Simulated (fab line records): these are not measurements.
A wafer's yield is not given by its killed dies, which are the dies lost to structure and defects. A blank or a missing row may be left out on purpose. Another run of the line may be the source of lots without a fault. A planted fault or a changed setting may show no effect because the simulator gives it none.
The tool behind it: which one?	flow n5 finfet	Sampling: 8 lots, 24 wafers, 5 of 1938 route steps

== WHAT EACH GAUGE READ, for each wafer ==
N5_BEOL_M4_RC_MEAS_101. Usual: DIBL_N 37.0 mV/V, standard deviation 1.7; DIBL_P 36.7 mV/V, standard deviation 2; IOFF_N 0.17 nA/um, standard deviation 0.035; IOFF_P 0.22 nA/um, standard deviation 0.035; ION_N 672 uA/um, standard deviation 12; ION_P 461 uA/um, standard deviation 7.5; SS_N 71.6 mV/dec, standard deviation 0.67; SS_P 73.4 mV/dec, standard deviation 0.64; VT_N 250 mV, standard deviation 3.5; VT_P -250 mV, standard deviation 3.5.
lot	measured	on	DIBL_N (mV/V)	DIBL_P (mV/V)	IOFF_N (nA/um)	IOFF_P (nA/um)	ION_N (uA/um)	ION_P (uA/um)	SS_N (mV/dec)	SS_P (mV/dec)	VT_N (mV)	VT_P (mV)	flag
L519	day 9 21:30	prober-01	36.4 38.4 38.2	35.2 37.3 37.7	0.15 0.18 0.18	0.18 0.22 0.23	681 685 691	461 458 469	71.3 72.1 72.2	72.5 72.7 73.2	251 248 249	-253 -252 -252	
L520	day 10 00:00	prober-02	38.4 38.6 42.0	38.6 38.4 41.3	0.21 0.21 0.31	0.24 0.25 0.29	705 695 695	469 471 463	72.5 72.0 73.7	73.6 73.5 75.1	246 244 243	-246 -246 -246	
L522	day 10 10:58	prober-02	34.3 36.5 35.7	35.1 36.9 35.4	0.13 0.17 0.15	0.18 0.20 0.18	666 675 666	454 460 454	70.0 71.4 71.4	72.4 74.1 73.5	252 249 253	-253 -253 -255	
L523	day 10 21:25	prober-01	36.9 35.7 39.5	36.1 34.7 39.5	0.18 0.16 0.24	0.26 0.23 0.33	687 680 693	471 470 475	71.7 70.2 72.4	72.8 73.1 73.8	245 247 243	-244 -245 -242	
L527	day 11 10:03	prober-02	37.9 37.5 35.4	37.6 37.4 35.6	0.20 0.17 0.14	0.24 0.24 0.21	662 668 665	461 462 464	72.1 71.8 71.1	73.2 73.2 73.1	247 249 251	-247 -250 -249	
L532	day 13 12:13	prober-01	36.6 36.6 37.1	36.0 35.7 36.4	0.14 0.15 0.16	0.21 0.21 0.21	662 669 672	460 464 461	72.5 71.4 71.9	72.9 73.2 73.1	251 253 251	-250 -249 -250	
L533	day 13 14:22	prober-02	36.6 39.4 38.0	36.8 40.1 38.7	0.13 0.18 0.15	0.17 0.21 0.19	658 662 664	447 452 454	71.6 72.6 71.6	73.4 73.8 74.3	256 249 253	-257 -251 -254	
L535	day 13 12:05	prober-02	37.0 35.9 39.1	35.8 34.6 38.2	0.15 0.13 0.19	0.21 0.19 0.25	680 658 690	467 460 470	71.1 70.7 72.1	73.7 72.8 73.5	250 251 246	-247 -250 -248	

== WHAT TOOL EACH LOT RAN ON (gives the tool, then ch and the chambers of the sampled wafers, and finally the start) ==
lot	N5_MOL_CONTACT_COAG_CMP_23	N5_MOL_CONTACT_COAG_DESCUM_88	N5_MOL_CONTACT_COAG_ETCH_90	N5_MOL_CONTACT_COAG_VIA_ETCH_46
L519	cmp-04 ch 0,3, day 6 16:23	rie diel-05 ch 1,2,3, day 6 20:59	rie diel-05 ch 1,2,3, day 6 21:02	rie diel-05 ch 0,1, day 6 21:28
L520	cmp-02 ch 1,2, day 7 00:45	rie diel-05 ch 0,2, day 7 05:00	rie diel-05 ch 0,2, day 7 05:03	rie diel-01 ch 1,3, day 7 05:29
L522	cmp-01 ch 2,3, day 7 17:55	rie diel-01 ch 0,1,3, day 7 21:56	rie diel-01 ch 0,1,3, day 7 21:59	rie diel-05 ch 0,1, day 7 22:26
L523	cmp-01 ch 1,3, day 8 06:41	rie diel-05 ch 0,2,3, day 8 10:30	rie diel-05 ch 0,2,3, day 8 10:33	rie diel-01 ch 1,2, day 8 11:13
L527	cmp-01 ch 0,1,3, day 8 21:55	rie diel-05 ch 0,1,2, day 9 01:52	rie diel-05 ch 0,1,2, day 9 01:55	rie diel-05 ch 0,1,2, day 9 02:20
L532	cmp-01 ch 0,1,3, day 10 02:22	rie diel-05 ch 1,2, day 10 06:13	rie diel-05 ch 1,2, day 10 06:17	rie diel-05 ch 0,1,2, day 10 06:44
L533	cmp-02 ch 2,3, day 10 05:59	rie diel-05 ch 0,2, day 10 09:43	rie diel-05 ch 0,2, day 10 09:46	rie diel-05 ch 0,1,2, day 10 10:20
L535	cmp-01 ch 1,2,3, day 10 18:10	rie diel-01 ch 1,2, day 10 22:21	rie diel-01 ch 1,2, day 10 22:24	rie diel-03 ch 0,1,3, day 10 22:56
- N5_MOL_CONTACT_COAG_CMP_23: polishes, stops on SiO2, t overpolish 1.5 s, target thk 0 nm.
- N5_MOL_CONTACT_COAG_DESCUM_88: chemistry O2, time 7 s.
- N5_MOL_CONTACT_COAG_ETCH_90: etches SiARC in CF4, target depth 13 nm, time 21.7 s.
- N5_MOL_CONTACT_COAG_VIA_ETCH_46: etches SiO2 in C4F6/O2, target depth 46 nm, overetch 9.2 nm, time 40 s.

== AS READ BY THE TOOLS THEMSELVES (means over the sampled wafers that have a number; for cases with no such wafer, the mark the record gives instead) ==
N5_MOL_CONTACT_COAG_CMP_23. Usual: motor current A 8.0 A, standard deviation 0.52; overpolish run s 1.501 s, standard deviation 0.0091; slurry filter dp kPa 13.50 kPa, standard deviation 0.14; time to endpoint s 8.9 s, standard deviation 2.3.
lot	tool	motor current A (A)	overpolish run s (s)	slurry filter dp kPa (kPa)	time to endpoint s (s)	flag
L519	cmp-04	8.3	1.502	13.50	9.2	
L520	cmp-02	7.6	1.507	13.61	11.3	
L522	cmp-01	9.0	1.504	13.63	9.6	
L523	cmp-01	8.5	1.498	13.47	11.5	
L527	cmp-01	8.2	1.490	13.60	8.5	
L532	cmp-01	8.5	1.506	13.57	8.4	
L533	cmp-02	8.2	1.501	13.38	8.9	
L535	cmp-01	8.6	1.507	13.38	8.4	

N5_MOL_CONTACT_COAG_DESCUM_88. Usual: drypump motor current A 5.8 A, standard deviation 0.48; o2 flow sccm 225.1 sccm, standard deviation 0.69; oes product au 0.77 a.u., standard deviation 0.085; rf vpp V 244.3 V, standard deviation 1; showerhead plenum p Torr 2.15 Torr, standard deviation 0.039; throttle valve pct 20.35 %, standard deviation 0.21.
lot	tool	drypump motor current A (A)	o2 flow sccm (sccm)	oes product au (a.u.)	rf vpp V (V)	showerhead plenum p Torr (Torr)	throttle valve pct (%)	flag
L519	rie diel-05	5.6	224.7	0.72	243.4	2.10	20.46	
L520	rie diel-05	6.2	225.6	0.70	243.8	2.14	20.26	
L522	rie diel-01	6.1	226.1	0.76	244.9	2.17	20.32	
L523	rie diel-05	6.0	225.1	0.69	243.5	2.11	20.51	
L527	rie diel-05	5.8	224.9	0.71	243.3	2.12	20.26	
L532	rie diel-05	5.7	223.9	0.88	244.4	2.12	20.17	
L533	rie diel-05	6.1	225.6	0.86	244.3	2.13	20.18	
L535	rie diel-01	5.5	226.0	0.81	244.2	2.18	20.46	

N5_MOL_CONTACT_COAG_ETCH_90. Usual: drypump motor current A 5.8 A, standard deviation 0.49; etch rf on time s 21.8 s, standard deviation 0.39; oes product au 0.66 a.u., standard deviation 0.07; rf vpp V 184.7 V, standard deviation 1; showerhead plenum p Torr 2.19 Torr, standard deviation 0.039; throttle valve pct 15.55 %, standard deviation 0.21.
lot	tool	drypump motor current A (A)	etch rf on time s (s)	oes product au (a.u.)	rf vpp V (V)	showerhead plenum p Torr (Torr)	throttle valve pct (%)	flag
L519	rie diel-05	5.6	22.0	0.62	183.2	2.15	15.68	
L520	rie diel-05	6.2	22.5	0.61	185.6	2.21	15.56	
L522	rie diel-01	6.1	21.9	0.64	185.1	2.22	15.57	
L523	rie diel-05	6.0	22.0	0.60	183.9	2.17	15.75	
L527	rie diel-05	5.8	21.9	0.62	184.9	2.18	15.52	
L532	rie diel-05	5.7	12.6	1.06	184.2	2.17	15.38	OFF
L533	rie diel-05	6.1	12.7	1.04	185.2	2.19	15.45	OFF
L535	rie diel-01	5.5	21.6	0.69	184.2	2.21	15.54	

N5_MOL_CONTACT_COAG_VIA_ETCH_46. Usual: C4F6_flow_sccm 10.00 sccm, standard deviation 0.032; drypump motor current A 5.7 A, standard deviation 0.48; oes product au 0.69 a.u., standard deviation 0.073; rf vpp V 1588 V, standard deviation 23; showerhead plenum p Torr 2.91 Torr, standard deviation 0.061; throttle valve pct 40.9 %, standard deviation 0.4.
lot	tool	C4F6_flow_sccm (sccm)	drypump motor current A (A)	oes product au (a.u.)	rf vpp V (V)	showerhead plenum p Torr (Torr)	throttle valve pct (%)	flag
L519	rie diel-05	9.99	5.5	0.68	1559	2.86	40.5	
L520	rie diel-01	9.96	6.1	0.68	1598	2.94	40.5	
L522	rie diel-05	10.03	5.6	0.67	1556	2.86	40.5	
L523	rie diel-01	10.00	5.5	0.76	1581	2.94	40.8	
L527	rie diel-05	9.99	5.8	0.64	1572	2.88	40.7	
L532	rie diel-05	9.97	5.8	0.71	1572	2.88	40.7	
L533	rie diel-05	9.97	5.8	0.71	1572	2.88	40.6	
L535	rie diel-03	10.02	5.5	0.72	1598	2.94	41.1	

== THE ANSWER, worked out from the rows above alone ==
Rule: a lot is off if the mean of its wafers that have a number lies more than 3 standard deviations from the usual mean. A lot without any number at a reading at which 4 lots or more have one is off too. All remaining lots with rows at the step are treated as sound. First the gauges in route order, then the tools' own readings, where a lot's mean is used as printed above. The first step at which some lot is off is used, and at that step the reading that is off furthest; a lot without a number counts as furthest.
Off: L532, L533 (N5_MOL_CONTACT_COAG_ETCH_90, etch rf on time s).
If a tool, at that step or one of the process steps before it, ran each lot that is off and ran no sound lot following the first of them, it fits. One fits: rie diel-05 at N5_MOL_CONTACT_COAG_DESCUM_88 and N5_MOL_CONTACT_COAG_ETCH_90. At N5_MOL_CONTACT_COAG_DESCUM_88 its last sound lot is L527 (day 9 01:52), its first lot that is off L532 (day 10 06:13): a fault that began between those two fits.

== WHAT WAS PUT IN BY THE SIMULATOR ==
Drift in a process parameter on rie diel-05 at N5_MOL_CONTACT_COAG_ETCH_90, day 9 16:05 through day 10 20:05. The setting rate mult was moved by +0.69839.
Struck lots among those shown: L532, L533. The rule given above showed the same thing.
